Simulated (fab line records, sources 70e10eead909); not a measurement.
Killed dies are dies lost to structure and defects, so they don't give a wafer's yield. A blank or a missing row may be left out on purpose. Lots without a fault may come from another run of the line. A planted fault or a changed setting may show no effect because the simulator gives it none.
A struck lot beside a sound one | flow nand_harc | 15 steps out of a route of 1302
Sound: wafers L845.3, L845.5, L845.6. Struck: wafer L850.4. (L850.3 of the same lot was not struck and is left out.) The cause comes at the end.
At each step with rows: each side's tool, then ch and its chambers, then its first start. Under that, the readings that differ: sound wafers | struck wafers | difference of the means | sigmas: that difference in standard deviations of wafers without a fault.
alike: readings whose means differ by less than 2 such deviations, and words and numbers that are the same on both sides. not compared: withheld readings, readings that some wafer has no value for, bounds like >300 that may hide the same value, and numbers for which the record gives no deviation and whose values overlap.
The two part at a step that has a row with sigmas, a row that says differs or no value, or rows on one side only. Numbers that don't overlap but have no deviation are shown without sigmas and don't part them. A reading that every wafer of one side lacks parts them only if that side has two wafers or more.

first, 8 steps without rows for these wafers: NHARC_A_CHANNEL_HOLE_D1_COAT_36 (time 75 s); NHARC_A_CHANNEL_HOLE_D1_COAT_37 (time 65 s); NHARC_A_CHANNEL_HOLE_D1_COAT_04 (resist thk 90 nm); NHARC_A_CHANNEL_HOLE_D1_SOFTBAKE_05 (time 55 s); NHARC_A_CHANNEL_HOLE_D1_EBR_06; NHARC_A_CHANNEL_HOLE_D1_EXPOSE_07 (exposes mask HOLE D1, target cd 100 nm); NHARC_A_CHANNEL_HOLE_D1_PEB_08 (peb time 65 s); NHARC_A_CHANNEL_HOLE_D1_DEVELOP_09 (develop time 35 s).
NHARC_A_CHANNEL_HOLE_D1_CD_MEAS_10: target cd 100 nm.
  sound on cd_sem-01 ch 0, day 12 16:56; struck on cd_sem-02 ch 0, day 14 10:51
  alike: cd_nm
NHARC_A_CHANNEL_HOLE_D1_OVL_MEAS_11:
  sound on overlay-01, day 12 17:01; struck on overlay-02, day 14 10:56
  alike: overlay_x_nm, overlay_y_nm
NHARC_A_CHANNEL_HOLE_D1_INSPECT_12:
  sound on defect_inspect-02, day 12 17:04; struck on defect_inspect-02, day 14 10:58
  alike: raw_defect_count
NHARC_A_CHANNEL_HOLE_D1_DESCUM_15: chemistry O2, time 3 s.
  sound on rie_diel-02 ch 0,2,3, day 12 17:08; struck on rie_diel-02 ch 1, day 14 11:02
  alike: drypump_motor_current_A, oes_product_au, rf_vpp_V, showerhead_plenum_p_Torr, throttle_valve_pct
  not compared: rf_hours_counter_h
NHARC_A_CHANNEL_HOLE_D1_ETCH_38: etches the open film in CF4, target depth 39 nm, time 65 s.
  sound on rie_diel-02 ch 2,3, day 12 17:14; struck on rie_diel-02 ch 2, day 14 11:07
  reading               | sound             | struck | difference | sigmas
  oes_product_au (a.u.) | 0.999 1.006 1.001 | 0.838  | -0.164     | -20
  alike: drypump_motor_current_A, rf_fwd_power_W, rf_vpp_V, showerhead_plenum_p_Torr, throttle_valve_pct
  not compared: rf_hours_counter_h
NHARC_A_CHANNEL_HOLE_D1_ETCH_39: etches the open film in N2/H2, target depth 260 nm, time 325 s.
  sound on rie_diel-02 ch 0,2; struck on rie_diel-02 ch 0
  alike: drypump_motor_current_A, oes_product_au, rf_fwd_power_W, rf_vpp_V, showerhead_plenum_p_Torr, throttle_valve_pct
  not compared: rf_hours_counter_h
-- the record jumps here: 16 days lie between the struck wafers' starts before and after (it left off in module A_CHANNEL_HOLE_D1 and takes up again in module END, whose first step shown is number 1302 of the route) --
NHARC_END_SORT_01:
  sound on prober-01 ch 0, day 28 08:38; struck on prober-01 ch 0, day 30 14:22
  reading         | sound    | struck | difference | sigmas
  killed_at_array | 28 35 37 | 258    | +225       | +15
  killed_dies     | 35 40 46 | 260    | +220       | +15
  alike: killed_at_other, killed_at_periphery, killed_open, killed_short

WHERE THEY PART
First at NHARC_A_CHANNEL_HOLE_D1_ETCH_38; last, within this record, at NHARC_END_SORT_01.

WHY: what the simulator had put in
Process parameter drift: rie_diel-02, from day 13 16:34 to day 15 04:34, at NHARC_A_CHANNEL_HOLE_D1_ETCH_38. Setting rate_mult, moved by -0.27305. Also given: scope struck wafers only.
